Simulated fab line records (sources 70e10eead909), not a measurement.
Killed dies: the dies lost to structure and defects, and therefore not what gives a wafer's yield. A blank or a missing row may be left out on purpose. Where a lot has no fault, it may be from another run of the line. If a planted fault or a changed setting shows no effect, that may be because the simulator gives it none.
Chamber matching    flow nandHarc    aldHk-03 running NHARC_A_STAIRCASE_ALD_420: 4 sister chambers
The step deposits SiO2, target thk 20 nm, pulse time 6 s, ald cycles 200. 14 wafers are shown with their chamber, then 7 later ones without.

## EACH WAFER AND ITS CHAMBER
wafer   chamber  heaterPowerW (W)  heaterPowerOuterW (W)  precursorPulseHeightRel
L076.1  1        443               266                    0.997
L076.5  3        461               249                    1.022
L076.6  2        430               241                    0.991
L079.1  2        426               246                    1.039
L079.4  1        434               265                    0.984
L079.6  3        454               259                    1.019
L081.2  0        497               283                    0.974
L081.3  2        418               244                    1.002
L081.4  1        453               271                    1.010
L085.2  3        503               270                    1.026
L085.3  2        448               271                    1.012
L085.6  3        510               270                    1.004
L087.1  0        500               295                    1.046
L087.3  3        504               270                    1.006

SIGNATURES (averages over the wafers above)
reading                  chamber 0  chamber 1  chamber 2  chamber 3  scatter within a chamber
heaterPowerW             498.50     443.33     430.50     486.40     18.7
heaterPowerOuterW        289.00     267.33     250.50     263.60     10.1
precursorPulseHeightRel  1.01000    0.99700    1.01100    1.01540    0.0214
Rule: a wafer lies at a distance from a chamber equal to the root of the sum of squares, over the readings, of (its reading less the chamber's mean, divided by the reading's scatter). If the next closest chamber is less than 2 further off than the closest, the wafer can't be placed; otherwise it belongs to the closest. How the scatter is found: for the shown wafers, subtract from each reading the mean of its chamber, square and add these, divide the total by (wafers less chambers), then take the root.

## WAFERS MISSING THEIR CHAMBER
wafer   heaterPowerW (W)  heaterPowerOuterW (W)  precursorPulseHeightRel
L087.5  495               279                    0.990
L095.1  504               279                    1.002
L095.2  443               264                    1.019
L095.4  444               266                    1.018
L097.1  498               270                    1.029
L097.5  489               294                    0.993
L097.6  489               268                    1.002

## THE CHAMBER EACH PASSED THROUGH
wafer   from the rows above           in truth
L087.5  can't be placed: 0 or 3 or 1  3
L095.1  can't be placed: 0 or 3       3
L095.2  can't be placed: 1 or 2 or 3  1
L095.4  can't be placed: 1 or 2 or 3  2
L097.1  can't be placed: 3 or 0       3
L097.5  0                             0
L097.6  can't be placed: 3 or 0 or 1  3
Correct placement for 1 of the 7. Unplaceable from these rows: 6, with the true chamber sitting among the candidates in 6. Wrongly placed: 0.
